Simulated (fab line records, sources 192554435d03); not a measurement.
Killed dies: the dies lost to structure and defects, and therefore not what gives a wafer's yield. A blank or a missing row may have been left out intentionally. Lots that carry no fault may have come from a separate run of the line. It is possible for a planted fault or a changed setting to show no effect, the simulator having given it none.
A lot that was struck, set against a sound lot    flow n5_finfet    16 steps out of a route of 1938
Sound: these wafers, L138.1, L138.2, L138.3. The struck wafers were L134.1, L134.3, L134.6. At the end, the cause is stated.
For every step that has rows: the tool of each side, followed by ch and its chambers, followed by its first start. Under that, the readings that differ: sound wafers    struck wafers    difference of the means    sigmas: that difference in standard deviations of wafers without a fault.
alike: words and numbers the same on both sides, and readings whose means are apart by under 2 such deviations; not compared: readings that were withheld, readings missing a value for some wafer, numbers with overlapping values and no deviation given by the record, and bounds like >300 which may hide the same value.
Wherever a step has rows on one side only, a row that says differs or no value, or a row with sigmas, the two part there. Numbers that don't overlap but have no deviation are shown without sigmas and don't part them. Lack of a reading on every wafer of one side parts them only where that side has two or more wafers.

first, 2 steps without rows for these wafers: N5_BEOL_M0_WET_ETCH_106 (etches SiO2 in DHF, target depth 130 nm, rinse time 30 s); N5_BEOL_M0_ETCH_128 (etches SiCN in CF4/N2, target depth 12 nm, overetch 5.1 nm, time 21.4 s).
N5_BEOL_M0_TRENCH_ETCH_107: etches SiOC in C4F6/O2, target depth 32.8 nm, time 16.4 s.
  sound on rie_diel-06 ch 1,2,3, day 9 16:07; struck on rie_diel-02 ch 0,1, day 8 12:06
  alike: C4F6_flow_sccm, O2_flow_sccm, drypump_motor_current_A, mfc_ar_sccm, oes_product_au, rf_vpp_V, showerhead_plenum_p_Torr, throttle_valve_pct
  not compared: rf_hours_counter_h
then, 1 step without rows for these wafers: N5_BEOL_M0_STRIP_142 (strips in N2/H2, time 10 s).
N5_BEOL_M0_OCD_MEAS_108:
  struck on ocd-02, day 8 12:13; sound on ocd-02, day 9 16:13
  alike: trench_depth_nm
then, 2 steps without rows for these wafers: N5_BEOL_M0_HM_STRIP_129 (strips TiN in peroxide tin strip, target depth 17 nm, time 108 s); N5_BEOL_M0_SRD_130 (time 30 s).
N5_BEOL_M0_ETCH_109: etches SiCN in CH3F/O2, target depth 8 nm, overetch 2.4 nm, time 27.4 s.
  sound on rie_diel-05 ch 0,1,2, day 9 16:35; struck on rie_diel-02 ch 1,3, day 8 12:19
  alike: O2_flow_sccm, drypump_motor_current_A, mfc_ar_sccm, oes_product_au, rf_vpp_V, showerhead_plenum_p_Torr, throttle_valve_pct
  not compared: rf_hours_counter_h
then, 2 steps without rows for these wafers: N5_BEOL_M0_STRIP_139 (strips in post etch residue remover, time 60 s); N5_BEOL_M0_SRD_111 (time 30 s).
N5_BEOL_M0_DEGAS_112: time 60 s.
  struck on pvd_sputter-01, day 8 12:51; sound on pvd_sputter-01, day 9 16:46
  alike: heater_power_w, susceptor_temp_C
N5_BEOL_M0_PRE_CLEAN_113: time 30 s.
  struck on pvd_sputter-01, day 8 12:53; sound on pvd_sputter-01, day 9 16:48
  alike: heater_power_w, susceptor_temp_C
N5_BEOL_M0_ALD_136: deposits TaN, pulse time 2 s, purge time 3 s, co reactant purge time 2 s.
  sound on ald_metal-01 ch 0,1,2, day 9 16:52; struck on ald_metal-02 ch 1,2, day 8 12:58
reading                       sound                 struck                difference                     sigmas
co_reactant_pulse_time_s (s)  3 3 3                 2.6292 2.6292 2.6292  -0.3708                        
susceptor_temp_C (C)          275.01 275.46 274.57  - - -                 no value on the struck wafers  
  alike: heater_power_w, precursor_vessel_pressure_torr
  not compared: since_wet_clean_h
N5_BEOL_M0_SURFACE_TREAT_137:
  struck on pvd_sputter-01, day 8 13:22; sound on pvd_sputter-02, day 9 17:13
  not compared: throttle_valve_pct
-- the record jumps here: 3 days lie between the struck wafers' starts before and after (it left off in module BEOL_M0 and takes up again in module BEOL_M4, whose first step shown is number 1111 of the route) --
N5_BEOL_M4_RC_MEAS_101:
  sound on prober-01 ch 0, day 12 22:23; struck on prober-01 ch 0, day 11 15:35
  alike: DIBL_N, DIBL_P, IOFF_N, IOFF_P, ION_N, ION_P, SS_N, SS_P, VT_N, VT_P
-- here the record skips 4 days between the struck wafers' starts before and after, leaving off in module BEOL_M4 and picking up in module PASSIVATION (first step shown: number 1936 of the route) --
N5_PASSIVATION_PROBE_49:
  the record has rows for the struck wafers here (prober-02, day 15 23:08) and none for the sound ones

== WHERE THEY PART ==
At N5_BEOL_M0_ALD_136 first; at N5_PASSIVATION_PROBE_49 last (within this record only).

WHY: what had been put in by the simulator
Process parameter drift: ald_metal-02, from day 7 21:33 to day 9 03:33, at N5_BEOL_M0_ALD_136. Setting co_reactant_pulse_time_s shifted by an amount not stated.
